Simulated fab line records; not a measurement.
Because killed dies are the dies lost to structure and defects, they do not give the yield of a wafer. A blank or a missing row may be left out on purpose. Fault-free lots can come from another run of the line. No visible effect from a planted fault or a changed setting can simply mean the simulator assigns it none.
Shared-tool check + flow n5-finfet + Sample size 9 lots and 27 wafers

## WHY THIS WAS OPENED
2 of 9 lots carry a flag on the reading RS_SD_P at N5_SD_ACTIVATION_RS_MEAS_03. No-fault wafers: 56.2 ohm/sq, standard deviation 1.1.
Rule: a lot gets a flag if all its wafers with a number sit over 4 standard deviations from that mean, or if no wafer of it has a number. All remaining lots are regarded as sound.

| lot  | measured    | on            | RS_SD_P (ohm/sq), wafer by wafer | flag    |
|------|-------------|---------------|----------------------------------|---------|
| L128 | day 3 11:32 | film-metro-02 | 56.0 56.1 55.8                   |         |
| L137 | day 5 17:40 | film-metro-01 | 58.0 58.4 58.7                   |         |
| L138 | day 5 23:35 | film-metro-02 | 55.7 55.9 56.5                   |         |
| L140 | day 6 10:37 | film-metro-01 | 65.4 64.0 65.2                   | FLAGGED |
| L142 | day 6 20:24 | film-metro-01 | 62.9 64.1 63.0                   | FLAGGED |
| L146 | day 7 23:35 | film-metro-01 | 55.4 56.3 55.7                   |         |
| L148 | day 8 14:41 | film-metro-02 | 56.2 56.5 56.9                   |         |
| L150 | day 8 21:49 | film-metro-01 | 55.1 55.6 55.9                   |         |
| L151 | day 9 04:28 | film-metro-02 | 56.8 57.1 56.0                   |         |
On average the flagged lots' numbers are 64.1 ohm/sq, which is +7.9 ohm/sq against the usual, or +7 standard deviations.

## WHICH TOOL EACH LOT WENT THROUGH
Before the reading, the record contains 3 process steps out of a 1938-step route. Every cell lists first the tool, next ch and the chambers used by the sampled wafers, and last the start.
| lot  | flag    | N5_SD_EPI_N_ETCHBACK_44           | N5_SD_EPI_P_STRIP_40                | N5_SD_EPI_P_EPI_21             |
|------|---------|-----------------------------------|-------------------------------------|--------------------------------|
| L128 |         | rie-diel-04 ch 2,3, day 3 02:29   | plasma-asher-01 ch 0,1, day 3 07:21 | epi-rpcvd-02 ch 0, day 3 08:56 |
| L137 |         | rie-diel-05 ch 0,1,2, day 5 09:29 | plasma-asher-02 ch 0,1, day 5 14:20 | epi-rpcvd-01 ch 0, day 5 15:12 |
| L138 |         | rie-diel-04 ch 0,2,3, day 5 13:49 | plasma-asher-01 ch 0,1, day 5 19:24 | epi-rpcvd-02 ch 0, day 5 20:31 |
| L140 | FLAGGED | rie-diel-01 ch 0,2,3, day 6 00:35 | plasma-asher-01 ch 0,1, day 6 07:16 | epi-rpcvd-02 ch 0, day 6 08:28 |
| L142 | FLAGGED | rie-diel-05 ch 0,1,2, day 6 12:08 | plasma-asher-02 ch 0,1, day 6 17:04 | epi-rpcvd-02 ch 0, day 6 18:17 |
| L146 |         | rie-diel-05 ch 0,1,2, day 7 14:16 | plasma-asher-02 ch 0,1, day 7 19:15 | epi-rpcvd-01 ch 0, day 7 19:53 |
| L148 |         | rie-diel-04 ch 0,2,3, day 8 05:36 | plasma-asher-02 ch 0,1, day 8 11:15 | epi-rpcvd-03 ch 0, day 8 12:08 |
| L150 |         | rie-diel-04 ch 0,1,3, day 8 13:36 | plasma-asher-01 ch 0,1, day 8 18:29 | epi-rpcvd-03 ch 0, day 8 19:21 |
| L151 |         | rie-diel-01 ch 0,2,3, day 8 19:46 | plasma-asher-02 ch 0,1, day 9 00:56 | epi-rpcvd-01 ch 0, day 9 01:27 |
What is done by these steps:
- N5_SD_EPI_N_ETCHBACK_44: etches SiNx in CH3F/O2, stops on SiO2, target depth 14.5 nm.
- N5_SD_EPI_P_STRIP_40: strips in N2/H2.
- N5_SD_EPI_P_EPI_21: deposits SiGe:B, time 355 s.
- N5_SD_ACTIVATION_RS_MEAS_03: measures by four-point-probe.

## FLAGGED AGAINST TOTAL, ONE TOOL AT A TIME (gauges that did the reading follow at the end)
| step                        | tool            | lots run | flagged | share of the flagged lots | sound lots run after its first flagged lot |
|-----------------------------|-----------------|----------|---------|---------------------------|--------------------------------------------|
| N5_SD_EPI_N_ETCHBACK_44     | rie-diel-01     | 2        | 1       | some                      | 1 (L151)                                   |
| N5_SD_EPI_N_ETCHBACK_44     | rie-diel-04     | 4        | 0       | none                      | -                                          |
| N5_SD_EPI_N_ETCHBACK_44     | rie-diel-05     | 3        | 1       | some                      | 1 (L146)                                   |
| N5_SD_EPI_P_STRIP_40        | plasma-asher-01 | 4        | 1       | some                      | 1 (L150)                                   |
| N5_SD_EPI_P_STRIP_40        | plasma-asher-02 | 5        | 1       | some                      | 3 (L146,L148,L151)                         |
| N5_SD_EPI_P_EPI_21          | epi-rpcvd-01    | 3        | 0       | none                      | -                                          |
| N5_SD_EPI_P_EPI_21          | epi-rpcvd-02    | 4        | 2       | all                       | 0                                          |
| N5_SD_EPI_P_EPI_21          | epi-rpcvd-03    | 2        | 0       | none                      | -                                          |
| N5_SD_ACTIVATION_RS_MEAS_03 | film-metro-01   | 5        | 2       | all                       | 2 (L146,L150)                              |
| N5_SD_ACTIVATION_RS_MEAS_03 | film-metro-02   | 4        | 0       | none                      | -                                          |

## WHAT IS ALLOWED BY THE TABLE
Every flagged lot went through 2 rows of the table: epi-rpcvd-02 at N5_SD_EPI_P_EPI_21 and film-metro-01 at N5_SD_ACTIVATION_RS_MEAS_03.
- epi-rpcvd-02 at N5_SD_EPI_P_EPI_21: 2 of its 4 lots flagged. Its last sound lot is L138 (day 5 20:31), its first flagged lot L140 (day 6 08:28): a fault that began between those two fits. Its own readings lie more than 4 standard deviations out on every wafer of the flagged lots: chamber-pressure-Torr.
- film-metro-01 at N5_SD_ACTIVATION_RS_MEAS_03: 2 of its 5 lots flagged. Lots that were sound ran on it after the first flagged one (L146, L150); a persistent fault on the entire tool would not allow that.
What remains is a single tool, epi-rpcvd-02 at N5_SD_EPI_P_EPI_21.

## WHAT THE SIMULATOR HAD PUT IN
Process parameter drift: epi-rpcvd-02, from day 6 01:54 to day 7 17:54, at N5_SD_EPI_P_EPI_21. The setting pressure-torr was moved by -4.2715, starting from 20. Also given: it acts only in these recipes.
Struck lots among those shown: L140, L142. Same finding as the rule above.
